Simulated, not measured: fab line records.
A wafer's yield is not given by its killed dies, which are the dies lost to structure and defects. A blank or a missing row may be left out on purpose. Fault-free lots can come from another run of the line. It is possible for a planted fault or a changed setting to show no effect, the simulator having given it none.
Struck lot and sound lot, side by side    flow nand_harc    25 out of 1159 route steps
Sound: the wafers L102.1, L102.3, L102.4. Wafers L104.1, L104.5, L104.6 were the ones struck. Last of all comes the cause.
For every step that has rows: the tool of each side, followed by ch and its chambers, followed by its first start. Under that, the readings that differ: sound wafers    struck wafers    difference of the means    sigmas: that difference in standard deviations of wafers without a fault.
alike: a reading whose means differ by less than 2 such deviations, as well as words and numbers matching on both sides. not compared: withheld readings; readings where some wafer has no value; bounds like >300 that might hide an equal value; numbers whose values overlap and for which the record gives no deviation.
The two part at a step that has a row with sigmas, a row that says differs or no value, or rows on one side only. When numbers do not overlap yet have no deviation, they are printed without sigmas and do not part them. Lack of a reading on every wafer of one side parts them only where that side has two or more wafers.

first, 1 step without rows for these wafers: NHARC_A_M0_SRD_25.
NHARC_A_M0_INSPECT_27:
  sound: defect_inspect-02 at day 22 00:29; struck: defect_inspect-01 at day 23 06:04
  alike: raw_defect_count
NHARC_A_M0_PRE_CLEAN_31: time 12 s.
  sound on pecvd-02 ch 0,1, day 22 00:33; struck on pecvd-04 ch 0,2, day 23 06:08
  alike: heater_power_w
NHARC_A_M0_DEP_32: deposits SiCN, target thk 30 nm.
  sound on pecvd-02 ch 0,1, day 22 00:38; struck on pecvd-04 ch 0,2, day 23 06:13
  alike: heater_power_w
then, 7 steps without rows for these wafers: NHARC_A_M1_DEP_00 (deposits SiOC, target thk 182.5 nm); NHARC_A_M1_DEHYDRATE_01 (time 120 s); NHARC_A_M1_HMDS_02 (time 30 s); NHARC_A_M1_COAT_34 (time 65 s); NHARC_A_M1_COAT_03 (resist thk 90 nm); NHARC_A_M1_SOFTBAKE_04 (time 55 s); NHARC_A_M1_EBR_05.
NHARC_A_M1_EXPOSE_06: exposes mask A M1, target cd 120 nm.
  sound on arfi_scanner-03 ch 0, day 22 01:44; struck on arfi_scanner-02 ch 0, day 23 07:18
reading               sound              struck             difference  sigmas
exposure_dose_mJ_cm2  75.16 75.11 75.06  70.86 70.98 70.93  -4.19       -49
  alike: mask, reticle_temp_C
then, 2 steps without rows for these wafers: NHARC_A_M1_PEB_07 (peb time 65 s); NHARC_A_M1_DEVELOP_08 (develop time 35 s).
NHARC_A_M1_CD_MEAS_09: target cd 120 nm.
  sound on cd_sem-03 ch 0, day 22 01:53; struck on cd_sem-01 ch 0, day 23 07:27
reading     sound              struck             difference  sigmas
cd_nm (nm)  119.8 120.5 119.1  116.8 117.3 116.9  -2.8        -5
NHARC_A_M1_OVL_MEAS_10: pitch 240 nm.
  sound: overlay-01 at day 22 01:59; struck: overlay-02 at day 23 07:32
reading            sound        struck          difference  sigmas
overlay_x_nm (nm)  1.9 2.2 2.7  -1.3 -1.4 -1.3  -3.6        -4
  alike: overlay_y_nm
NHARC_A_M1_INSPECT_11:
  sound: defect_inspect-01 at day 22 02:01; struck: defect_inspect-02 at day 23 07:35
  alike: raw_defect_count
NHARC_A_M1_DESCUM_14: chemistry O2, time 3 s.
  sound on rie_diel-04 ch 0,1,3, day 22 02:05; struck on rie_diel-04 ch 1,2, day 23 07:38
reading                sound              struck             difference  sigmas
model.A_M1.cd_nm (nm)  119.4 120.2 119.9  117.3 117.8 117.4  -2.3        
  alike: drypump_motor_current_A, oes_product_au, rf_vpp_V, showerhead_plenum_p_Torr, throttle_valve_pct
  not compared: rf_hours_counter_h
NHARC_A_M1_ETCH_35: etches the open film in N2/H2, target depth 40 nm, overetch 12 nm, time 43.94 s.
  sound on rie_diel-04 ch 0,1,3, day 22 02:10; struck on rie_diel-04 ch 0,2,3, day 23 07:44
  alike: drypump_motor_current_A, oes_product_au, rf_vpp_V, showerhead_plenum_p_Torr, throttle_valve_pct
  not compared: rf_hours_counter_h
NHARC_A_M1_ETCH_15: etches the open film in C4F8/Ar, target depth 182.5 nm, time 91.2 s.
  sound: rie_diel-04 ch 0,2,3; struck: rie_diel-04 ch 1,2
  alike: oes_product_au, rf_vpp_V
  not compared: rf_hours_counter_h
NHARC_A_M1_CD_MEAS_16:
  sound: cd_sem-01 at day 22 02:23; struck: cd_sem-02 at day 23 07:56
reading     sound              struck             difference  sigmas
cd_nm (nm)  119.1 119.8 119.9  117.6 118.3 117.2  -1.9        -2
NHARC_A_M1_STRIP_18: strips in N2/H2.
  sound on rie_diel-08 ch 0,1,2, day 22 02:28; struck on rie_diel-04 ch 2,3, day 23 08:02
  alike: drypump_motor_current_A, oes_product_au, rf_vpp_V, showerhead_plenum_p_Torr, throttle_valve_pct
  not compared: rf_hours_counter_h
NHARC_A_M1_ETCH_28: etches the open film in CF4/N2, target depth 30 nm, time 72.99 s.
  sound: rie_diel-08 ch 1,2,3; struck: rie_diel-04 ch 0,3
reading                sound            struck             difference  sigmas
model.A_M1.cd_nm (nm)  119.4 120 120.1  117.4 118.2 116.7  -2.4        
  alike: drypump_motor_current_A, oes_product_au, rf_vpp_V, showerhead_plenum_p_Torr, throttle_valve_pct
  not compared: rf_hours_counter_h
then, 1 step without rows for these wafers: NHARC_A_M1_STRIP_19 (strips in post etch residue remover, time 600 s).
NHARC_END_SORT_01:
  the record has rows for the sound wafers here (prober-01 ch 0, day 23 14:40) and none for the struck ones

== WHERE THEY PART ==
At NHARC_A_M1_EXPOSE_06 first; at NHARC_END_SORT_01 last (within this record only).

WHY: what had been put in by the simulator
Process parameter drift: arfi_scanner-02, from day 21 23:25 on, at NHARC_A_M1_EXPOSE_06. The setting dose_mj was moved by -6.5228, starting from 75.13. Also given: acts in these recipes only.
